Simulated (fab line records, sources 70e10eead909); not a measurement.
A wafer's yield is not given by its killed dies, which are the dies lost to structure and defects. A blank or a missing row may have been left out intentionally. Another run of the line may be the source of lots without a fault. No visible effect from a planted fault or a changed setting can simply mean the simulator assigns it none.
Shared-tool check	flow nand harc	13 lots, 45 wafers sampled

== WHY THIS WAS OPENED ==
At NHARC_A_ONON_D1_THK_MEAS_21 the reading thk nm is flagged on 2 of 13 lots. No-fault wafers: 1004 nm, standard deviation 8.5.
Rule: a lot is flagged when every wafer of it that has a number lies more than 4 standard deviations from that mean, or none has a number. The other lots count as sound.

lot	measured	on	thk nm (nm), wafer by wafer	flag
L766	day 8 15:03	film metro-01	992 994 991	
L765	day 8 15:04	film metro-02	1003 1002 1003	
L767	day 8 21:02	film metro-01	1011 1010 1010	
L769	day 9 08:54	film metro-01	999 1001 998	
L770	day 9 22:50	film metro-01	991 990 990	
L773	day 9 23:11	film metro-01	997 998 999	
L772	day 9 23:19	film metro-01	1003 1003 1003	
L777	day 11 03:55	film metro-02	993 992 993	
L776	day 11 03:57	film metro-02	998 998 996	
L775	day 11 04:16	film metro-01	1015 1015 1014	
L779	day 11 22:46	film metro-02	1010 1011 1011	
L782	day 12 14:26	film metro-01	1875 1875 1875 1876 1876 1877	FLAGGED
L785	day 13 00:48	film metro-01	1872 1871 1872 1873 1875 1874	FLAGGED
Averaged over the flagged lots the numbers come to 1874 nm, +870 nm from the usual (+99 or more standard deviations).

== WHICH TOOL EACH LOT WENT THROUGH ==
The record holds 2 process steps before the reading, out of a route of 1159 steps. Read each cell as the tool, then ch plus the chambers that the sampled wafers visited, then the start.
lot	flag	NHARC_P_BONDPAD_ACTIVATE_29	NHARC_A_ONON_D1_DEP_19
L766		rie diel-13 ch 0,1, day 7 04:28	pecvd onon-04 ch 0, day 8 14:43
L765		rie diel-11 ch 0,2, day 7 05:23	pecvd onon-01 ch 0, day 8 14:34
L767		rie diel-11 ch 0,1,3, day 7 10:40	pecvd onon-04 ch 0, day 8 20:31
L769		rie diel-11 ch 0,1,3, day 7 19:05	pecvd onon-04 ch 0, day 9 08:23
L770		rie diel-11 ch 1,2, day 8 01:37	pecvd onon-04 ch 0, day 9 22:20
L773		rie diel-11 ch 0,2,3, day 8 13:02	pecvd onon-04 ch 0, day 9 22:41
L772		rie diel-11 ch 0,1, day 8 11:32	pecvd onon-01 ch 0, day 9 22:49
L777		rie diel-05 ch 1,2, day 9 20:17	pecvd onon-01 ch 0, day 11 03:25
L776		rie diel-13 ch 0,1,3, day 9 19:08	pecvd onon-02 ch 0, day 11 03:26
L775		rie diel-05 ch 0,1,2, day 9 17:58	pecvd onon-01 ch 0, day 11 03:46
L779		rie diel-11 ch 0,1,3, day 10 12:10	pecvd onon-01 ch 0, day 11 22:16
L782	FLAGGED	rie diel-11 ch 0,1,3, day 11 03:56	pecvd onon-01 ch 0, day 12 14:02
L785	FLAGGED	rie diel-11 ch 0,1,2, day 11 14:52	pecvd onon-01 ch 0, day 13 00:17
What is done by these steps:
- NHARC_P_BONDPAD_ACTIVATE_29: chemistry N2, time 60 s.
- NHARC_A_ONON_D1_DEP_19: target thk 1000 nm.
- NHARC_A_ONON_D1_THK_MEAS_21: measures by ellipsometry.

== FLAGGED AGAINST TOTAL, ONE TOOL AT A TIME (gauges that did the reading follow at the end) ==
step	tool	lots run	flagged	share of the flagged lots	sound lots run after its first flagged lot
NHARC_P_BONDPAD_ACTIVATE_29	rie diel-05	2	0	none	-
NHARC_P_BONDPAD_ACTIVATE_29	rie diel-11	9	2	all	0
NHARC_P_BONDPAD_ACTIVATE_29	rie diel-13	2	0	none	-
NHARC_A_ONON_D1_DEP_19	pecvd onon-01	7	2	all	0
NHARC_A_ONON_D1_DEP_19	pecvd onon-02	1	0	none	-
NHARC_A_ONON_D1_DEP_19	pecvd onon-04	5	0	none	-
NHARC_A_ONON_D1_THK_MEAS_21	film metro-01	9	2	all	0
NHARC_A_ONON_D1_THK_MEAS_21	film metro-02	4	0	none	-

== WHAT THE TABLE PERMITS ==
3 rows of the table ran every flagged lot: rie diel-11 at NHARC_P_BONDPAD_ACTIVATE_29, pecvd onon-01 at NHARC_A_ONON_D1_DEP_19, film metro-01 at NHARC_A_ONON_D1_THK_MEAS_21.
- rie diel-11 at NHARC_P_BONDPAD_ACTIVATE_29 ran 9 lots, 2 of them flagged. It ran its last sound lot, L779, at day 10 12:10 and its first flagged lot, L782, at day 11 03:56: a fault with its onset between the two fits.
- pecvd onon-01 at NHARC_A_ONON_D1_DEP_19 ran 7 lots, 2 of them flagged. It ran its last sound lot, L779, at day 11 22:16 and its first flagged lot, L782, at day 12 14:02: a fault with its onset between the two fits.
- film metro-01 at NHARC_A_ONON_D1_THK_MEAS_21 ran 9 lots, 2 of them flagged. It ran its last sound lot, L775, at day 11 04:16 and its first flagged lot, L782, at day 12 14:26: a fault with its onset between the two fits.
Because each of these 3 tools fits a fault that began at some hour, counting lots does not separate them. More lots, or a look at what each step does to the wafer, might.

== WHAT THE SIMULATOR HAD PUT IN ==
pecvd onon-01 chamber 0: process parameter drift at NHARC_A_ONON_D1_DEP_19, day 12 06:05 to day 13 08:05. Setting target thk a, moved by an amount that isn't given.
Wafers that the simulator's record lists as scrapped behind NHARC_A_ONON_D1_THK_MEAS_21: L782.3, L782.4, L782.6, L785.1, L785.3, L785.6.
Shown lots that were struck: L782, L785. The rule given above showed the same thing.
